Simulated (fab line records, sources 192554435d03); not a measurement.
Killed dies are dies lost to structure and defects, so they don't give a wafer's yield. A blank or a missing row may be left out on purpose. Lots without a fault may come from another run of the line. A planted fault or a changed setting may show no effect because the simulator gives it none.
Split-lot experiment | flow n5_finfet | 7 lots, 21 wafers read, on a route of 1938 steps

THE SPLIT
At N5_BEOL_M15_SPUTTER_44 (material Ta, target thk 15 nm, time 24.19 s), the setting power_w was moved away from the recipe's 15000 W on 4 of the 21 wafers read, by +7.8% to +11.1%. The other wafers ran this setting at the recipe's value.

The reading is taken at the split's own step.

THE READING
Ta_of_BEOL_M15_SPUTTER_44.thk_nm (the simulator's own value, which no gauge read), in nm, at N5_BEOL_M15_SPUTTER_44 (material Ta, target thk 15 nm, time 24.19 s). The file gives no usual value for it. The 17 wafers here that ran the recipe average 14.8 nm, standard deviation 0.23 nm.

wafer  | tool, chamber at the split | power_w as run, W | against the recipe | Ta_of_BEOL_M15_SPUTTER_44.thk_nm, nm | against lot-mates on the recipe
L077.1 | pvd_sputter-02, -          | 15000             | recipe             | 15                                   | -
L077.3 | pvd_sputter-02, -          | 15000             | recipe             | 15                                   | -
L077.5 | pvd_sputter-02, -          | 15000             | recipe             | 15                                   | -
L079.1 | pvd_sputter-03, -          | 15000             | recipe             | 14.6                                 | -
L079.2 | pvd_sputter-03, -          | 15000             | recipe             | 14.8                                 | -
L079.4 | pvd_sputter-03, -          | 15000             | recipe             | 15                                   | -
L083.4 | pvd_sputter-01, -          | 15000             | recipe             | 14.4                                 | -
L083.5 | pvd_sputter-01, -          | 15000             | recipe             | 14.4                                 | -
L083.6 | pvd_sputter-01, -          | 15000             | recipe             | 14.8                                 | -
L084.2 | pvd_sputter-02, -          | 16670             | +11.1%             | 16.4                                 | +1.4
L084.3 | pvd_sputter-02, -          | 16670             | +11.1%             | 16.6                                 | +1.6
L084.5 | pvd_sputter-02, -          | 15000             | recipe             | 15                                   | -
L086.2 | pvd_sputter-01, -          | 15000             | recipe             | 14.4                                 | -
L086.4 | pvd_sputter-01, -          | 15000             | recipe             | 15                                   | -
L086.5 | pvd_sputter-01, -          | 15000             | recipe             | 15                                   | -
L087.1 | pvd_sputter-01, -          | 16170             | +7.8%              | 16                                   | +1.0
L087.3 | pvd_sputter-01, -          | 16170             | +7.8%              | 16                                   | +1.0
L087.6 | pvd_sputter-01, -          | 15000             | recipe             | 15                                   | -
L094.1 | pvd_sputter-01, -          | 15000             | recipe             | 14.6                                 | -
L094.6 | pvd_sputter-01, -          | 15000             | recipe             | 14.6                                 | -
L094.2 | pvd_sputter-01, -          | 15000             | recipe             | 14.8                                 | -

THE FIT
A straight line over all 21 wafers: Ta_of_BEOL_M15_SPUTTER_44.thk_nm changes by +0.154 nm for each +1% of power_w; r = +0.94; the points scatter about the line by 0.22 nm.
The same after taking each lot's own level away (the mean of its wafers on the recipe; 21 wafers): +0.133 nm for each +1%; r = +0.96; scatter 0.16 nm.
On that fit, the largest move of power_w shifts the reading by 1.5 nm.
The lots' own levels span 14.53 to 15.00 nm, that is 2.0 times the standard deviation above.
So the lot-to-lot level changes the slope: the two fits differ.
Check: with one of the wafers moved furthest among these (+11.1%) left out of the fit, the line predicts +1.51 nm for it against its lot-mates. It came out at +1.4 nm against them.

OTHER SPLITS ON THESE WAFERS
These wafers also went through other splits before the reading. Each is held against what the fit with the lots' levels taken away leaves over:
other split on the same wafers | wafers away from the commonest value | r with Ta_of_BEOL_M15_SPUTTER_44.thk_nm (lot level and that fit taken away)
N5_BEOL_M10_COAT_64 spin_rpm   | 9                                    | -0.03
N5_BEOL_M11_VIA_ETCH_34 time_s | 11                                   | -0.03
N5_BEOL_M13_COAT_22 spin_rpm   | 2                                    | -0.02
N5_BEOL_M13_EXPOSE_25 dose_mj  | 6                                    | -0.15
N5_BEOL_M13_SPUTTER_43 time_s  | 8                                    | -0.08
N5_BEOL_M13_DEP_53 time_s      | 6                                    | -0.15

THE FILE'S OWN FIT
Ta_of_BEOL_M15_SPUTTER_44.thk_nm changes by +0.133 nm for each +1% of power_w, r = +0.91.
